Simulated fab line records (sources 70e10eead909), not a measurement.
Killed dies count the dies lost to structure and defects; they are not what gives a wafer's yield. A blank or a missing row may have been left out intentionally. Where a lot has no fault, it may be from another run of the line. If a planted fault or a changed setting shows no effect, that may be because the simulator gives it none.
Which tool did it?	flow nand_harc	13 lots, 39 wafers sampled, at 5 steps of a route of 1302

== WHAT THE GAUGES SHOWED, per wafer ==
NHARC_THIN_TSV_THK_MEAS_02: measures by ir.
lot	measured	on	thk_nm (nm)
L960	day 23 12:54	film_metro-02	2739 3248 3117
L962	day 24 03:44	film_metro-02	3472 3429 3002
L964	day 24 16:53	film_metro-02	3055 2816 3403
L965	day 25 01:55	film_metro-01	2785 2655 2994
L968	day 27 05:22	film_metro-02	2852 2712
L970	day 27 17:54	film_metro-02	2885 3066
L971	day 27 19:07	film_metro-02	2983 2918 2857
L976	day 29 20:10	film_metro-02	3035 2976 3068
L978	day 30 18:35	film_metro-02	3029 3218 2662
L979	day 32 02:40	film_metro-01	3049 3235 2807
L980	day 32 03:53	film_metro-02	3082 3042 3172
L982	day 32 19:48	film_metro-02	2937 3106 3146
L983	day 34 06:09	film_metro-01	3125 3386 3106

NHARC_THIN_TSV_CD_MEAS_12 targets a cd of 1000 nm.
lot	measured	on	cd_nm (nm)
L960	day 23 13:50	cd_sem-01	997.9 996.0 995.5
L962	day 24 04:46	cd_sem-03	997.7 1002.0 997.9
L964	day 24 17:49	cd_sem-01	1001.3 998.2 1001.0
L965	day 25 02:51	cd_sem-01	1001.7 999.2 1002.0
L968	day 27 06:26	cd_sem-03	995.5 998.1
L970	day 27 19:24	cd_sem-02	996.2 998.7
L971	day 27 20:02	cd_sem-02	1002.8 1001.1 999.1
L976	day 29 21:13	cd_sem-02	999.7 1000.8 1001.0
L978	day 30 19:38	cd_sem-03	1000.8 1000.8 1002.2
L979	day 32 03:43	cd_sem-03	996.0 997.2 998.0
L980	day 32 04:56	cd_sem-01	997.4 996.5 999.2
L982	day 32 20:59	cd_sem-03	1001.8 1000.6 1001.6
L983	day 34 07:04	cd_sem-02	1001.3 999.8 1003.6

NHARC_THIN_TSV_CD_MEAS_16.
lot	measured	on	cd_nm (nm)
L960	day 23 14:47	cd_sem-02	998.8 996.9 995.9
L962	day 24 05:44	cd_sem-03	997.6 1002.2 997.3
L964	day 24 18:47	cd_sem-01	1001.5 997.2 1000.3
L965	day 25 03:49	cd_sem-03	1001.0 997.9 1002.2
L968	day 27 07:23	cd_sem-03	995.4 998.2
L970	day 27 20:22	cd_sem-01	996.4 998.6
L971	day 27 20:59	cd_sem-02	1002.7 1001.2 999.9
L976	day 29 22:10	cd_sem-02	1000.5 1000.9 1001.6
L978	day 30 20:36	cd_sem-01	999.9 1000.1 1002.6
L979	day 32 04:41	cd_sem-02	995.4 996.1 998.0
L980	day 32 05:53	cd_sem-01	997.1 996.3 998.2
L982	day 32 21:58	cd_sem-03	1002.5 1001.6 1001.8
L983	day 34 08:05	cd_sem-03	1002.0 1000.5 1004.0

NHARC_END_SORT_01.
lot	measured	on	defect_limited_yield (%)	killed_at_array	killed_at_other	killed_at_periphery	killed_dies	killed_open	killed_short	sort_bin_2_pct (%)	sort_bin_3_pct (%)	sort_bin_4_pct (%)	sort_n_pass	sort_rim_yield_pct (%)	sort_yield_pct (%)
L968	day 27 22:25	prober-02	90.0 91.3 0	66 55 66	1 1 2	1 3 609	68 59 677	4 6 4	2 4 2	4.0 3.7 93.2	0.9 0.9 0.1	5.2 4.1 6.6	609 618 0	93 88 0	90.0 91.3 0
L970	day 28 11:14	prober-01	95.6 0 95.9	23 16 25	4 0 1	3 661 2	30 677 28	8 1 4	3 5 6	1.2 97.9 2.1	0.3 0.4 0	3.0 1.6 2.1	647 0 649	94 0 95	95.6 0 95.9

== WHAT TOOL EACH LOT RAN ON (gives the tool, then ch and the chambers of the sampled wafers, and finally the start) ==
lot	NHARC_P_M0_DEP_00
L960	pecvd-04 ch 0,1,2, day 5 18:13
L962	pecvd-02 ch 1,2, day 6 21:35
L964	pecvd-01 ch 0,1, day 7 19:23
L965	pecvd-02 ch 0,1, day 8 00:03
L968	pecvd-02 ch 0,1,2, day 9 08:24
L970	pecvd-02 ch 1,2, day 10 10:00
L971	pecvd-04 ch 0,2, day 10 12:33
L976	pecvd-01 ch 0,1, day 12 18:54
L978	pecvd-01 ch 0,2, day 13 15:14
L979	pecvd-02 ch 0,2, day 14 04:20
L980	pecvd-02 ch 0,1,2, day 14 08:21
L982	pecvd-02 ch 0,1,2, day 15 05:00
L983	pecvd-01 ch 0,1,2, day 15 08:58
- NHARC_P_M0_DEP_00: deposits SiOC, target thk 150 nm.

== AS READ BY THE TOOLS THEMSELVES (means over the sampled wafers that have a number; for cases with no such wafer, the mark the record gives instead) ==
NHARC_P_M0_DEP_00.
lot	tool	showerhead_vpp_V (V)
L960	pecvd-04	1578
L962	pecvd-02	1452
L964	pecvd-01	1522
L965	pecvd-02	1452
L968	pecvd-02	1459
L970	pecvd-02	1466
L971	pecvd-04	1597
L976	pecvd-01	1539
L978	pecvd-01	1475
L979	pecvd-02	1471
L980	pecvd-02	1473
L982	pecvd-02	1462
L983	pecvd-01	1501

== THE ANSWER, worked out from the rows above alone ==
Rule: usual is defined by the lots themselves. Put in order of their means at a reading, lots are off if they are a third of the lots or fewer, leave a main group of 4 or more, and stand apart from it by a gap of 3 or more times the standard deviation of the main group's means; of several such gaps the widest counts. If all means in a main group match to the digits the tables above print for the reading, that group is not used. A lot without any number at a reading at which 4 lots or more have one is off too. Where the step has rows for the other lots, those lots are counted as sound. First the gauges in route order, then the tools' own readings, where a lot's mean is used as printed above. The first step at which some lot is off is used, and at that step the reading that is off furthest; a lot without a number counts as furthest.
No lot is off on any of the readings shown, so nothing can be concluded from this.

== WHAT THE SIMULATOR HAD PUT IN ==
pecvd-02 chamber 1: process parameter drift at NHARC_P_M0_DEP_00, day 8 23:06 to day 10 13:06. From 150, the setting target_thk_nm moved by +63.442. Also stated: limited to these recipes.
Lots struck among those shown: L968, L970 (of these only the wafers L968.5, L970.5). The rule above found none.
